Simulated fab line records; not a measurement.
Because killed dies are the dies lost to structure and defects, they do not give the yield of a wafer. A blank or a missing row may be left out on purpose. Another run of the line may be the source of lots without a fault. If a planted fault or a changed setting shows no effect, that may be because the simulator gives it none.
fab line records -- flow n5-finfet
record lots=7, wafers=39
route steps=1938 shown DUMMY_GATE@243 HKMG_FIN@386 MOL_CONTACT_COAG@559 BEOL_M4@1040 BEOL_M8@1335 BEOL_M10@1509 BEOL_M14@1751
start-h: hours from the record's opening day to when the first of the lot's shown wafers began -- wait-h: hours since the lot's step before -- " as in the row above -- L1.1+2: a single row standing in for several wafers -- - no value, or no start was given -- * or withheld: withheld -- < > ~ a bound
route shown NAME@n: names a module that has steps shown in the file, with the first one's number in the route -- usual: mean/standard deviation taken from wafers without a fault -- same: alike in all rows -- chamber/n: place in a boat -- sites: per-site readings -- _std_site: standard deviation across them -- _edge_site: the outer-site mean with the inner-site mean subtracted -- radius-mm: for every site, how far away it sits from the centre of the wafer -- mask NAME#n: copy n -- behind: the last tool/chamber to shape the wafer -- hold: reason for holding the lot/hours on hold/outcome of the hold -- device: the transistor (n, p or np) that didn't switch -- end of line: tests of these same wafers at the route's end -- a step given without rows: its recipe and nothing more -- killed: not the wafer's yield, but the dies lost to structure and defects at the first sort -- map: a wafer's dies, x killed, . not, _ none there
set.NAME: the setting that was run; set.NAME@STEP: the one run at that earlier step -- model.NAME: the simulator's own value behind a step, which no gauge read
lots run with intentionally changed settings; tables by step, rows by wafer
## steps
# step N5_DUMMY_GATE_ETCH_31
# recipe chemistry=C4F6/O2, target=SiO2, mask-material=SOC, target-depth-a=825, time-s=27.5, ion-energy-ev=250, pressure-mtorr=30, source-w=345, bias-w=185, Ar_flow_sccm=300, C4F6_flow_sccm=10, O2_flow_sccm=10
lot.wafer,tool,chamber,start-h,wait-h,set.target-depth-a,model.etch.depth-nm,model.SOC_of_DUMMY_GATE_COAT_34.thk-nm
L076.1,rie-diel-01,1,62.12,0.0,825,82.57,51.8
L076.2,rie-diel-01,3,62.12,0.0,825,77.62,52.2
L076.3,rie-diel-01,2,62.12,0.0,825,82.59,51.6
L076.4,rie-diel-01,3,62.12,0.0,557.4,53.08,54.4
L076.5,rie-diel-01,1,62.12,0.0,557.4,56.41,54.2
L076.6,rie-diel-01,2,62.12,0.0,557.4,56.09,54.4
L077.1,rie-diel-03,3,67.40,0.1,439.6,44.45,55.8
L077.2,rie-diel-03,0,67.40,0.1,825,80.64,52
L077.3,rie-diel-03,1,67.40,0.1,439.6,44.31,55.8
L077.4,rie-diel-03,2,67.40,0.1,825,84.57,51.6
L077.5,rie-diel-03,0,67.40,0.1,439.6,42.87,56
L077.6,rie-diel-03,1,67.40,0.1,825,82.5,52.2
L082.1,rie-diel-02,2,95.53,0.0,580.8,59.08,54.2
L082.2,rie-diel-02,3,95.53,0.0,825,81.12,52
L082.3,rie-diel-02,0,95.53,0.0,580.8,56.76,54.6
L082.4,rie-diel-02,3,95.53,0.0,825,81.05,52
L082.5,rie-diel-02,2,95.53,0.0,825,82.65,51.8
L082.6,rie-diel-02,0,95.53,0.0,580.8,56.55,54.8
L084.1,rie-diel-01,1,108.27,0.0,825,82.41,51.6
L084.2,rie-diel-01,0,108.27,0.0,825,83.58,51.6
L084.3,rie-diel-01,3,108.27,0.0,1042,98.62,50
L084.4,rie-diel-01,2,108.27,0.0,825,82.45,51.8
L084.5,rie-diel-01,0,108.27,0.0,1042,106,49.2
L084.6,rie-diel-01,3,108.27,0.0,1042,98.63,50.2
L087.1,rie-diel-02,1,126.26,0.0,614.5,62.21,53.6
L087.2,rie-diel-02,2,126.26,0.0,614.5,62.12,53.6
L087.3,rie-diel-02,0,126.26,0.0,825,80.62,52
L087.4,rie-diel-02,3,126.26,0.0,614.5,61.34,53.6
L087.5,rie-diel-02,0,126.26,0.0,825,80.76,51.8
L087.6,rie-diel-02,1,126.26,0.0,825,83.02,51.4
L088.2,rie-diel-03,2,132.04,0.0,825,84.16,51.6
L088.3,rie-diel-03,0,132.04,0.0,825,78.86,52.2
L088.6,rie-diel-03,0,132.04,0.0,825,78.9,52.2
L097.1,rie-diel-03,0,183.57,0.0,825,79.63,52.2
L097.2,rie-diel-03,3,183.57,0.0,825,83.49,51.6
L097.3,rie-diel-03,1,183.57,0.0,825,81.51,52
L097.4,rie-diel-03,0,183.57,0.0,825,79.96,52.2
L097.5,rie-diel-03,3,183.57,0.0,825,84.32,51.4
L097.6,rie-diel-03,1,183.57,0.0,825,81.28,52.2
# step N5_DUMMY_GATE_STRIP_41
# recipe chemistry=O2, power-w=400, temp-c=40, pressure-mtorr=30, rf-frequency-hz=6e+07, bias-power-w=0, overash-fraction=0.3, o2-flow-sccm=225
# step N5_DUMMY_GATE_HM_OPEN_21
# recipe chemistry=CH3F/O2, target=SiNx, target-depth-a=1200, Ar_flow_sccm=150, CH3F_flow_sccm=30, O2_flow_sccm=23, time-s=171.4, pressure-mtorr=30, source-w=395, bias-w=73, ion-energy-ev=120.7
# step N5_DUMMY_GATE_ETCH_32
# recipe chemistry=CF4, target=SiO2, target-depth-a=35, time-s=3.9, ion-energy-ev=350, pressure-mtorr=10, icp-w=800, bias-w=400, cf4-flow-sccm=80
# step N5_DUMMY_GATE_ETCH_23
# recipe chemistry=HBr/Cl2/O2, HBr_flow_sccm=150, Cl2_flow_sccm=80, O2_flow_sccm=12, bias-w=102, target-depth-a=410, time-s=22.3, target=poly-Si, mask-material=SiO2, pressure-mtorr=10, icp-w=800
# step N5_DUMMY_GATE_ETCH_44
# recipe chemistry=HBr/O2, over-etch-frac=0.7, target-depth-a=1275, stop-on=SiO2, ion-energy-ev=60, bias-w=20, target=poly-Si, mask-material=SiO2, pressure-mtorr=20, icp-w=400, HBr_flow_sccm=120, O2_flow_sccm=10
# usual oes-product-au=0.730/0.013
lot.wafer,tool,chamber,start-h,wait-h,set.target-depth-a@DUMMY_GATE_ETCH_31,oes-product-au
L076.1,rie-si-01,2,62.45,0.0,825,0.741
L076.2,rie-si-01,1,62.45,0.0,825,0.715
L076.3,rie-si-01,0,62.45,0.0,825,0.732
L076.4,rie-si-01,3,62.45,0.0,557.4,0.383
L076.5,rie-si-01,2,62.45,0.0,557.4,0.382
L076.6,rie-si-01,3,62.45,0.0,557.4,0.384
L077.1,rie-si-01,0,67.73,0.0,439.6,0.379
L077.2,rie-si-01,3,67.73,0.0,825,0.736
L077.3,rie-si-01,1,67.73,0.0,439.6,0.371
L077.4,rie-si-01,3,67.73,0.0,825,0.744
L077.5,rie-si-01,1,67.73,0.0,439.6,0.373
L077.6,rie-si-01,0,67.73,0.0,825,0.733
L082.1,rie-si-02,3,95.86,0.0,580.8,0.465
L082.2,rie-si-02,2,95.86,0.0,825,0.718
L082.3,rie-si-02,1,95.86,0.0,580.8,0.384
L082.4,rie-si-02,0,95.86,0.0,825,0.732
L082.5,rie-si-02,2,95.86,0.0,825,0.734
L082.6,rie-si-02,3,95.86,0.0,580.8,0.391
L084.1,rie-si-06,2,108.61,0.0,825,0.706
L084.2,rie-si-06,0,108.61,0.0,825,0.738
L084.3,rie-si-06,1,108.61,0.0,1042,0.735
L084.4,rie-si-06,3,108.61,0.0,825,0.726
L084.5,rie-si-06,2,108.61,0.0,1042,0.718
L084.6,rie-si-06,1,108.61,0.0,1042,0.730
L087.1,rie-si-06,3,126.59,0.0,614.5,0.673
L087.2,rie-si-06,2,126.59,0.0,614.5,0.640
L087.3,rie-si-06,1,126.59,0.0,825,0.734
L087.4,rie-si-06,0,126.59,0.0,614.5,0.637
L087.5,rie-si-06,2,126.59,0.0,825,0.713
L087.6,rie-si-06,1,126.59,0.0,825,0.731
L088.2,rie-si-06,1,132.38,0.0,825,0.738
L088.3,rie-si-06,3,132.38,0.0,825,0.720
L088.6,rie-si-06,0,132.38,0.0,825,0.744
L097.1,rie-si-01,1,183.91,0.0,825,0.731
L097.2,rie-si-01,2,183.91,0.0,825,0.723
L097.3,rie-si-01,0,183.91,0.0,825,0.728
L097.4,rie-si-01,3,183.91,0.0,825,0.746
L097.5,rie-si-01,0,183.91,0.0,825,0.736
L097.6,rie-si-01,1,183.91,0.0,825,0.722
# step N5_HKMG_FIN_HK_ALD_01
# recipe material=HfO2, target-thk-a=16, temp-c=withheld, ald-precursor-family=HfCl4, ald-co-reactant=H2O, pulse-time-s=3, purge-time-s=3, co-reactant-purge-time-s=2.5, co-reactant-pulse-time-s=0.3, ald-cycles=30
lot.wafer,tool,chamber,start-h,wait-h,set.ald-cycles,model.HfO2_of_HKMG_FIN_HK_ALD_01.thk-nm
L076.1+5+6,ald-hk-03,"3,1,2",85.55,0.1,46,2.4
L076.2+3+4,ald-hk-03,"0,1,2",85.55,0.1,30,1.6
L077.1+4+5,ald-hk-01,"1,3,3",90.43,0.1,15,0.8
L077.2+3+6,ald-hk-01,"0,2,0",90.43,0.1,30,1.6
L082.1+2+3+4+5+6,ald-hk-01,"3,1,2,0,3,2",119.16,0.0,30,1.6
L084.1+5,ald-hk-03,"0,3",130.79,0.0,17,1
L084.2+3+4,ald-hk-03,"1,3,2",130.79,0.0,30,1.6
L084.6,ald-hk-03,2,130.79,0.0,17,0.8
L087.1+3+4,ald-hk-01,"3,0,2",149.14,0.0,30,1.6
L087.2+5+6,ald-hk-01,"1,0,1",149.14,0.0,22,1.2
L088.2+3+6,ald-hk-01,"3,1,3",155.65,0.1,30,1.6
L097.1+3+6,ald-hk-01,"0,3,2",207.31,0.0,39,2
L097.2+4+5,ald-hk-01,"1,2,1",207.31,0.0,30,1.6
# step N5_HKMG_FIN_HK_ANNEAL_02
# recipe temp-c=700, time-s=30, ambient=N2, idle-temp-c=600, ramp-up-c-per-s=150, ramp-down-c-per-s=60, cool-to-c=600
# step N5_HKMG_FIN_ALD_74
# recipe material=La2O3, target-thk-a=5, temp-c=250, ald-precursor-family=La-Cp, ald-co-reactant=O3, pulse-time-s=6, co-reactant-pulse-time-s=1, purge-time-s=3, co-reactant-purge-time-s=3
# step N5_HKMG_FIN_WET_ETCH_82
# recipe chemistry=dHCl, mix=1:10000, temp-c=25, target=La2O3, stop-on=HfO2, target-depth-nm=2, dry=ipa-marangoni, rinse-time-s=30, rinse-temp-c=23
# step N5_HKMG_FIN_ALD_36
# recipe material=TiN, target-thk-a=10, temp-c=400, ald-precursor-family=TiCl4, ald-co-reactant=NH3, pulse-time-s=1, purge-time-s=3, co-reactant-purge-time-s=2, co-reactant-pulse-time-s=2, ald-cycles=47, pressure-torr=3
# step N5_HKMG_FIN_THK_MEAS_70
# recipe thk-meas-gauge=xrf, reads=HfO2_of_HKMG_FIN_HK_ALD_01
# usual HK_THK=1.631/0.022
lot.wafer,tool,chamber,start-h,wait-h,set.ald-cycles@HKMG_FIN_HK_ALD_01,HK_THK[nm]
L076.1,film-metro-01,-,89.17,0.2,46,2.508
L076.2,film-metro-01,-,89.17,0.2,30,1.616
L076.3,film-metro-01,-,89.17,0.2,30,1.629
L076.4,film-metro-01,-,89.17,0.2,30,1.625
L076.5,film-metro-01,-,89.17,0.2,46,2.476
L076.6,film-metro-01,-,89.17,0.2,46,2.471
L077.1,film-metro-02,-,94.45,0.2,15,0.820
L077.2,film-metro-02,-,94.45,0.2,30,1.624
L077.3,film-metro-02,-,94.45,0.2,30,1.653
L077.4,film-metro-02,-,94.45,0.2,15,0.834
L077.5,film-metro-02,-,94.45,0.2,15,0.765
L077.6,film-metro-02,-,94.45,0.2,30,1.655
L082.1,film-metro-01,-,123.04,0.2,30,1.622
L082.2,film-metro-01,-,123.04,0.2,30,1.623
L082.3,film-metro-01,-,123.04,0.2,30,1.638
L082.4,film-metro-01,-,123.04,0.2,30,1.632
L082.5,film-metro-01,-,123.04,0.2,30,1.627
L082.6,film-metro-01,-,123.04,0.2,30,1.627
L084.1,film-metro-02,-,134.44,0.2,17,0.913
L084.2,film-metro-02,-,134.44,0.2,30,1.580
L084.3,film-metro-02,-,134.44,0.2,30,1.641
L084.4,film-metro-02,-,134.44,0.2,30,1.601
L084.5,film-metro-02,-,134.44,0.2,17,0.931
L084.6,film-metro-02,-,134.44,0.2,17,0.909
L087.1,film-metro-02,-,152.51,0.2,30,1.613
L087.2,film-metro-02,-,152.51,0.2,22,1.191
L087.3,film-metro-02,-,152.51,0.2,30,1.661
L087.4,film-metro-02,-,152.51,0.2,30,1.690
L087.5,film-metro-02,-,152.51,0.2,22,1.208
L087.6,film-metro-02,-,152.51,0.2,22,1.158
L088.2,film-metro-02,-,159.36,0.2,30,1.677
L088.3,film-metro-02,-,159.36,0.2,30,1.640
L088.6,film-metro-02,-,159.36,0.2,30,1.657
L097.1,film-metro-01,-,211.23,0.2,39,2.110
L097.2,film-metro-01,-,211.23,0.2,30,1.629
L097.3,film-metro-01,-,211.23,0.2,39,2.113
L097.4,film-metro-01,-,211.23,0.2,30,1.646
L097.5,film-metro-01,-,211.23,0.2,30,1.611
L097.6,film-metro-01,-,211.23,0.2,39,2.107
# step N5_MOL_CONTACT_COAG_ALD_27
# recipe material=SiOC, target-thk-a=170, temp-c=400, ald-precursor-family=carbosiloxane, ald-co-reactant=H2-plasma, pulse-time-s=1.5, time-s=2720, purge-time-s=2, co-reactant-purge-time-s=2, ald-cycles=340, pressure-torr=2
lot.wafer,tool,chamber,start-h,wait-h,set.ald-cycles,model.SiOC_of_MOL_CONTACT_COAG_ALD_27.thk-nm
L076.1+3+6,ald-sin-01,"2,1,2",108.92,0.0,171,8.6
L076.2,ald-sin-01,0,108.92,0.0,340,16.8
L076.4+5,ald-sin-01,"3,1",108.92,0.0,340,17
L077.1+3+4,ald-sin-03,"1,2,3",117.15,0.0,149,7.4
L077.2+6,ald-sin-03,"0,2",117.15,0.0,340,17
L077.5,ald-sin-03,3,117.15,0.0,340,16.8
L082.1+2+4+5+6,ald-sin-01,"3,2,1,1,0",144.47,0.4,340,17
L082.3,ald-sin-01,0,144.47,0.4,340,16.8
L084.1+3+4,ald-sin-04,"2,3,0",157.08,0.1,340,17
L084.2+5+6,ald-sin-04,"1,0,3",157.08,0.1,444,22.2
L087.1+2+3+4+5+6,ald-sin-03,"3,1,2,0,3,0",176.21,0.6,340,17
L088.2+3+6,ald-sin-04,"0,1,2",178.73,0.0,340,17
L097.1,ald-sin-01,0,233.84,0.0,340,17
L097.2+5+6,ald-sin-01,"2,3,0",233.84,0.0,229,11.4
L097.3+4,ald-sin-01,"1,3",233.84,0.0,340,16.8
# step N5_BEOL_M4_ETCH_64
# recipe chemistry=N2/H2, target=SOC, target-depth-a=750, overetch-a=225, mask-material=SiARC, temp-c=40, time-s=121.9, ion-energy-ev=200, pressure-mtorr=30, source-w=840, bias-w=150, n2-flow-sccm=200, h2-flow-sccm=200
lot.wafer,tool,chamber,start-h,wait-h,set.time-s,model.SiARC_of_BEOL_M4_COAT_62.thk-nm
L076.1,rie-diel-06,0,165.28,0.0,54.59,9.4
L076.2,rie-diel-06,3,165.28,0.0,54.59,9.2
L076.3+5,rie-diel-06,"2,0",165.28,0.0,121.9,6.2
L076.4,rie-diel-06,1,165.28,0.0,54.59,9.6
L076.6,rie-diel-06,1,165.28,0.0,121.9,6.6
L077.1+2,rie-diel-06,"0,2",174.87,0.0,121.9,6.2
L077.3,rie-diel-06,1,174.87,0.0,121.9,6.6
L077.4,rie-diel-06,3,174.87,0.0,58.35,9
L077.5,rie-diel-06,2,174.87,0.0,58.35,9.2
L077.6,rie-diel-06,1,174.87,0.0,58.35,9.4
L082.1+6,rie-diel-06,1,204.73,0.0,121.9,6.6
L082.2+4,rie-diel-06,"2,0",204.73,0.0,75.87,8.4
L082.3,rie-diel-06,3,204.73,0.0,75.87,8.2
L082.5,rie-diel-06,0,204.73,0.0,121.9,6.2
L084.1+5,rie-diel-04,3,217.56,0.0,121.9,6.4
L084.2+4,rie-diel-04,"2,1",217.56,0.0,121.9,6.6
L084.3+6,rie-diel-04,0,217.56,0.0,121.9,6.2
L088.2,rie-diel-05,1,235.12,0.0,121.9,6
L088.3+6,rie-diel-05,3,235.12,0.0,121.9,6.6
L087.1,rie-diel-06,3,237.81,0.0,121.9,5.8
L087.2,rie-diel-06,0,237.81,0.0,145.4,5
L087.3,rie-diel-06,2,237.81,0.0,121.9,6
L087.4+6,rie-diel-06,1,237.81,0.0,145.4,5.6
L087.5,rie-diel-06,0,237.81,0.0,121.9,6.2
L097.1,rie-diel-06,3,295.93,0.0,121.9,5.6
L097.2,rie-diel-06,2,295.93,0.0,173,3.6
L097.3,rie-diel-06,0,295.93,0.0,173,3.8
L097.4,rie-diel-06,1,295.93,0.0,173,4
L097.5,rie-diel-06,1,295.93,0.0,121.9,6.4
L097.6,rie-diel-06,0,295.93,0.0,121.9,6.2
# step N5_BEOL_M4_STRIP_65
# recipe chemistry=N2/H2, temp-c=40, n2-flow-sccm=200, h2-flow-sccm=200, rf-frequency-hz=6e+07
# step N5_BEOL_M4_STRIP_75
# recipe chemistry=N2/H2, temp-c=40, n2-flow-sccm=200, h2-flow-sccm=200, rf-frequency-hz=6e+07
# step N5_BEOL_M4_STRIP_66
# recipe chemistry=CF4, resist=SiARC, power-w=300, bias-power-w=75, pressure-mtorr=50, cf4-flow-sccm=150, rf-frequency-hz=6e+07
# step N5_BEOL_M4_HM_OPEN_17
# recipe chemistry=Cl2/BCl3, target-depth-a=200, overetch-a=60, target=TiN, mask-material=SOC, ion-energy-ev=150, pressure-mtorr=10, icp-w=1000, bias-w=126, Cl2_flow_sccm=53.25, bcl3-flow-sccm=21.75, Ar_flow_sccm=25
lot.wafer,tool,chamber,start-h,wait-h,set.time-s@BEOL_M4_ETCH_64,model.etch.depth-nm
L076.1,rie-metal-01,0,165.45,0.0,54.59,19.5
L076.2,rie-metal-01,1,165.45,0.0,54.59,19.84
L076.3,rie-metal-01,1,165.45,0.0,121.9,19.97
L076.4,rie-metal-01,0,165.45,0.0,54.59,19.75
L076.5,rie-metal-01,0,165.45,0.0,121.9,19.88
L076.6,rie-metal-01,1,165.45,0.0,121.9,19.57
L077.1,rie-metal-01,0,175.05,0.0,121.9,20.12
L077.2,rie-metal-01,1,175.05,0.0,121.9,19.79
L077.3,rie-metal-01,0,175.05,0.0,121.9,19.92
L077.4,rie-metal-01,1,175.05,0.0,58.35,19.72
L077.5,rie-metal-01,1,175.05,0.0,58.35,19.97
L077.6,rie-metal-01,0,175.05,0.0,58.35,20.11
L082.1,rie-metal-01,0,204.90,0.0,121.9,20.1
L082.2,rie-metal-01,1,204.90,0.0,75.87,20.1
L082.3,rie-metal-01,0,204.90,0.0,75.87,20.01
L082.4,rie-metal-01,1,204.90,0.0,75.87,19.64
L082.5,rie-metal-01,0,204.90,0.0,121.9,19.92
L082.6,rie-metal-01,1,204.90,0.0,121.9,20.22
L084.1,rie-metal-03,0,217.74,0.0,121.9,19.94
L084.2,rie-metal-03,1,217.74,0.0,121.9,20.09
L084.3,rie-metal-03,0,217.74,0.0,121.9,20.13
L084.4,rie-metal-03,1,217.74,0.0,121.9,19.85
L084.5,rie-metal-03,0,217.74,0.0,121.9,20.3
L084.6,rie-metal-03,1,217.74,0.0,121.9,19.98
L088.2,rie-metal-02,1,235.33,0.1,121.9,19.77
L088.3,rie-metal-02,1,235.33,0.1,121.9,19.85
L088.6,rie-metal-02,1,235.33,0.1,121.9,19.97
L087.1,rie-metal-02,1,237.99,0.0,121.9,20.03
L087.2,rie-metal-02,1,237.99,0.0,145.4,17.71
L087.3,rie-metal-02,1,237.99,0.0,121.9,20.31
L087.4,rie-metal-02,1,237.99,0.0,145.4,17.73
L087.5,rie-metal-02,1,237.99,0.0,121.9,20.25
L087.6,rie-metal-02,1,237.99,0.0,145.4,17.74
L097.1,rie-metal-03,0,296.10,0.0,121.9,20.27
L097.2,rie-metal-03,1,296.10,0.0,173,15.04
L097.3,rie-metal-03,0,296.10,0.0,173,14.86
L097.4,rie-metal-03,1,296.10,0.0,173,15.11
L097.5,rie-metal-03,0,296.10,0.0,121.9,20.01
L097.6,rie-metal-03,1,296.10,0.0,121.9,19.6
# step N5_BEOL_M8_PECVD_70
# recipe material=SiO2, target-thk-a=200, temp-c=400, precursor=TEOS/O2, pressure-torr=5.5, rf-w=450, teos-flow-sccm=53.8, gas=O2, flow-sccm=3000, time-s=22.7
lot.wafer,tool,chamber,start-h,wait-h,set.time-s,model.SiO2_of_BEOL_M8_PECVD_70.thk-nm
L076.1,pecvd-03,0,202.09,0.0,22.7,19.6
L076.2,pecvd-03,1,202.09,0.0,16.55,15.2
L076.3,pecvd-03,2,202.09,0.0,16.55,14.2
L076.4,pecvd-03,2,202.09,0.0,22.7,19.8
L076.5,pecvd-03,0,202.09,0.0,22.7,20
L076.6,pecvd-03,1,202.09,0.0,16.55,15.4
L077.1+4,pecvd-04,"0,2",210.43,0.0,22.7,19.8
L077.2,pecvd-04,2,210.43,0.0,34.34,29.4
L077.3,pecvd-04,0,210.43,0.0,34.34,30.4
L077.5,pecvd-04,0,210.43,0.0,22.7,20
L077.6,pecvd-04,2,210.43,0.0,34.34,29.6
L082.1+3,pecvd-03,"2,0",248.12,0.0,34.99,29.6
L082.2,pecvd-03,1,248.12,0.0,22.7,20.2
L082.4,pecvd-03,2,248.12,0.0,34.99,30.4
L082.5,pecvd-03,0,248.12,0.0,22.7,19.8
L082.6,pecvd-03,1,248.12,0.0,22.7,20.6
L084.1,pecvd-01,0,255.95,0.0,22.7,19.6
L084.2,pecvd-01,2,255.95,0.0,26.55,22.8
L084.3,pecvd-01,1,255.95,0.0,26.55,23
L084.4,pecvd-01,2,255.95,0.0,26.55,23.4
L084.5+6,pecvd-01,"0,1",255.95,0.0,22.7,20
L087.1+6,pecvd-04,"0,2",277.35,0.0,22.7,20.2
L087.2,pecvd-04,2,277.35,0.0,22.7,19.8
L087.3,pecvd-04,1,277.35,0.0,30.5,26.6
L087.4,pecvd-04,1,277.35,0.0,30.5,27
L087.5,pecvd-04,0,277.35,0.0,30.5,27.2
L088.2+3,pecvd-01,"1,0",278.10,0.0,22.7,20.2
L088.6,pecvd-01,0,278.10,0.0,22.7,20.4
L097.1+3+4,pecvd-01,"1,0,2",339.31,0.0,15.36,13.6
L097.2,pecvd-01,2,339.31,0.0,22.7,19.4
L097.5,pecvd-01,0,339.31,0.0,22.7,19.6
L097.6,pecvd-01,1,339.31,0.0,22.7,20
# step N5_BEOL_M10_VIA_ETCH_34
# recipe chemistry=C4F6/O2, target=SiCOH_lowk, target-depth-a=1845, mask-material=SOC, taper-deg=4, time-s=69.2, ion-energy-ev=250, pressure-mtorr=30, source-w=345, bias-w=185, Ar_flow_sccm=300, C4F6_flow_sccm=10, O2_flow_sccm=10
lot.wafer,tool,chamber,start-h,wait-h,set.time-s,model.etch.depth-nm,model.SOC_of_BEOL_M10_COAT_63.thk-nm
L076.1,rie-diel-06,1,223.40,0.0,69.2,174.4,92.2
L076.2,rie-diel-06,0,223.40,0.0,45.49,118.7,94.8
L076.3,rie-diel-06,2,223.40,0.0,45.49,125.2,94.6
L076.4,rie-diel-06,3,223.40,0.0,69.2,191.9,92
L076.5,rie-diel-06,2,223.40,0.0,45.49,124.4,94.8
L076.6,rie-diel-06,3,223.40,0.0,69.2,189.9,92.2
L077.1,rie-diel-04,1,232.45,0.0,44.21,115.7,95.2
L077.2,rie-diel-04,0,232.45,0.0,69.2,189.6,92
L077.3,rie-diel-04,3,232.45,0.0,44.21,118.6,95
L077.4,rie-diel-04,0,232.45,0.0,69.2,190.2,91.8
L077.5,rie-diel-04,1,232.45,0.0,69.2,181.2,92
L077.6,rie-diel-04,3,232.45,0.0,44.21,120.8,95
L082.1,rie-diel-06,0,272.30,0.0,69.2,178,92.8
L082.2,rie-diel-06,2,272.30,0.0,69.2,186.6,92.4
L082.3,rie-diel-06,3,272.30,0.0,69.2,188.6,92.2
L082.4,rie-diel-06,0,272.30,0.0,96.89,253.7,89.2
L082.5,rie-diel-06,3,272.30,0.0,96.89,264.2,89.2
L082.6,rie-diel-06,2,272.30,0.0,96.89,263,89.2
L084.1,rie-diel-05,0,281.02,0.0,69.2,182.6,92.2
L084.2,rie-diel-05,1,281.02,0.0,69.2,189.7,91.6
L084.3,rie-diel-05,3,281.02,0.0,69.2,184.4,91.8
L084.4,rie-diel-05,2,281.02,0.0,69.2,186,91.6
L084.5,rie-diel-05,0,281.02,0.0,69.2,182.4,92.4
L084.6,rie-diel-05,1,281.02,0.0,69.2,189.4,91.8
L087.1,rie-diel-04,0,296.13,0.0,69.2,189,91.2
L087.2,rie-diel-04,1,296.13,0.0,69.2,188.1,91.6
L087.3,rie-diel-04,2,296.13,0.0,69.2,178.1,91.8
L087.4,rie-diel-04,3,296.13,0.0,32.93,87.28,96
L087.5,rie-diel-04,2,296.13,0.0,32.93,84.41,96.2
L087.6,rie-diel-04,3,296.13,0.0,32.93,87.3,95.8
L088.2,rie-diel-06,0,296.64,0.0,69.2,175.8,92.6
L088.3,rie-diel-06,2,296.64,0.0,69.2,185,92.4
L088.6,rie-diel-06,1,296.64,0.0,69.2,178.9,92.2
L097.1,rie-diel-05,2,358.39,0.0,69.2,184,92
L097.2,rie-diel-05,3,358.39,0.0,69.2,179.1,92.4
L097.3,rie-diel-05,1,358.39,0.0,108.6,293.1,87.2
L097.4,rie-diel-05,3,358.39,0.0,69.2,180.3,92.2
L097.5,rie-diel-05,1,358.39,0.0,108.6,290.8,87.2
L097.6,rie-diel-05,2,358.39,0.0,108.6,287.4,87.2
# step N5_BEOL_M14_ETCH_68
# recipe chemistry=N2/H2, target=SOC, mask-material=SiARC, source-w=3000, bias-w=350, temp-c=40, time-s=450, ion-energy-ev=200, pressure-mtorr=30, n2-flow-sccm=200, h2-flow-sccm=200
lot.wafer,tool,chamber,start-h,wait-h,set.target-depth-a,model.SiARC_of_BEOL_M14_COAT_66.thk-nm
L076.1,rie-diel-06,0,252.53,0.1,9000,66
L076.2,rie-diel-06,2,252.53,0.1,9000,65.4
L076.3,rie-diel-06,1,252.53,0.1,9000,66.4
L076.4,rie-diel-06,1,252.53,0.1,9000,66.8
L076.5,rie-diel-06,2,252.53,0.1,9000,65
L076.6,rie-diel-06,0,252.53,0.1,9000,65.6
L077.1,rie-diel-05,1,264.30,0.1,9000,64.6
L077.2,rie-diel-05,2,264.30,0.1,9000,65
L077.3+4,rie-diel-05,"0,3",264.30,0.1,5249,84
L077.5,rie-diel-05,1,264.30,0.1,5249,83.6
L077.6,rie-diel-05,0,264.30,0.1,9000,65.8
L082.1,rie-diel-06,1,297.11,0.1,7556,72.4
L082.2+6,rie-diel-06,3,297.11,0.1,9000,65.2
L082.3,rie-diel-06,2,297.11,0.1,9000,65.6
L082.4,rie-diel-06,0,297.11,0.1,7556,73.4
L082.5,rie-diel-06,0,297.11,0.1,7556,73.2
L084.1,rie-diel-06,1,304.08,0.1,12020,50
L084.2,rie-diel-06,0,304.08,0.1,9000,66.6
L084.3,rie-diel-06,3,304.08,0.1,12020,50.4
L084.4,rie-diel-06,3,304.08,0.1,12020,49.8
L084.5,rie-diel-06,1,304.08,0.1,9000,64.8
L084.6,rie-diel-06,0,304.08,0.1,9000,66
L087.1,rie-diel-04,2,321.63,0.1,9000,65.6
L087.2+4,rie-diel-04,"0,1",321.63,0.1,5441,82.6
L087.3,rie-diel-04,3,321.63,0.1,9000,65
L087.5,rie-diel-04,0,321.63,0.1,5441,82.2
L087.6,rie-diel-04,1,321.63,0.1,9000,65.4
L088.2,rie-diel-06,0,325.51,0.1,9000,66
L088.3+6,rie-diel-06,1,325.51,0.1,9000,64.4
L097.1,rie-diel-04,0,385.38,0.1,12850,45.6
L097.2,rie-diel-04,1,385.38,0.1,9000,65
L097.3,rie-diel-04,2,385.38,0.1,9000,66.2
L097.4,rie-diel-04,3,385.38,0.1,12850,46.8
L097.5,rie-diel-04,2,385.38,0.1,12850,46.6
L097.6,rie-diel-04,3,385.38,0.1,9000,65.8
## key
split step=N5_DUMMY_GATE_ETCH_31, setting=target-depth-a, stated=825, by=wafer
response step=N5_DUMMY_GATE_ETCH_31, reading=model.etch.depth-nm, change=+0.795, per=1%, r=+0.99
response step=N5_DUMMY_GATE_ETCH_31, reading=model.SOC_of_DUMMY_GATE_COAT_34.thk-nm, change=-0.0802, per=1%, r=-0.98
response step=N5_DUMMY_GATE_ETCH_44, reading=oes-product-au, shape=bent, at-lowest=0.374, at-stated=0.730, at-highest=0.728
split step=N5_HKMG_FIN_HK_ALD_01, setting=ald-cycles, stated=30, by=wafer
response step=N5_HKMG_FIN_HK_ALD_01, reading=model.HfO2_of_HKMG_FIN_HK_ALD_01.thk-nm, change=+0.0152, per=1%, r=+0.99
response step=N5_HKMG_FIN_THK_MEAS_70, reading=HK_THK, change=+0.0164, per=1%, r=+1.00
split step=N5_MOL_CONTACT_COAG_ALD_27, setting=ald-cycles, stated=340, by=wafer
response step=N5_MOL_CONTACT_COAG_ALD_27, reading=model.SiOC_of_MOL_CONTACT_COAG_ALD_27.thk-nm, change=+0.169, per=1%, r=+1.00
split step=N5_BEOL_M4_ETCH_64, setting=time-s, stated=121.9, by=wafer
response step=N5_BEOL_M4_ETCH_64, reading=model.SiARC_of_BEOL_M4_COAT_62.thk-nm, change=-0.0532, per=1%, r=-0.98
response step=N5_BEOL_M4_HM_OPEN_17, reading=model.etch.depth-nm, shape=bent, at-lowest=19.7, at-stated=19.99, at-highest=15
split step=N5_BEOL_M8_PECVD_70, setting=time-s, stated=22.7, by=wafer
response step=N5_BEOL_M8_PECVD_70, reading=model.SiO2_of_BEOL_M8_PECVD_70.thk-nm, change=+0.187, per=1%, r=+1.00
split step=N5_BEOL_M10_VIA_ETCH_34, setting=time-s, stated=69.2, by=wafer
response step=N5_BEOL_M10_VIA_ETCH_34, reading=model.etch.depth-nm, change=+1.89, per=1%, r=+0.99
response step=N5_BEOL_M10_VIA_ETCH_34, reading=model.SOC_of_BEOL_M10_COAT_63.thk-nm, change=-0.0846, per=1%, r=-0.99
split step=N5_BEOL_M14_ETCH_68, setting=target-depth-a, stated=9000, by=wafer
response step=N5_BEOL_M14_ETCH_68, reading=model.SiARC_of_BEOL_M14_COAT_66.thk-nm, change=-0.451, per=1%, r=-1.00
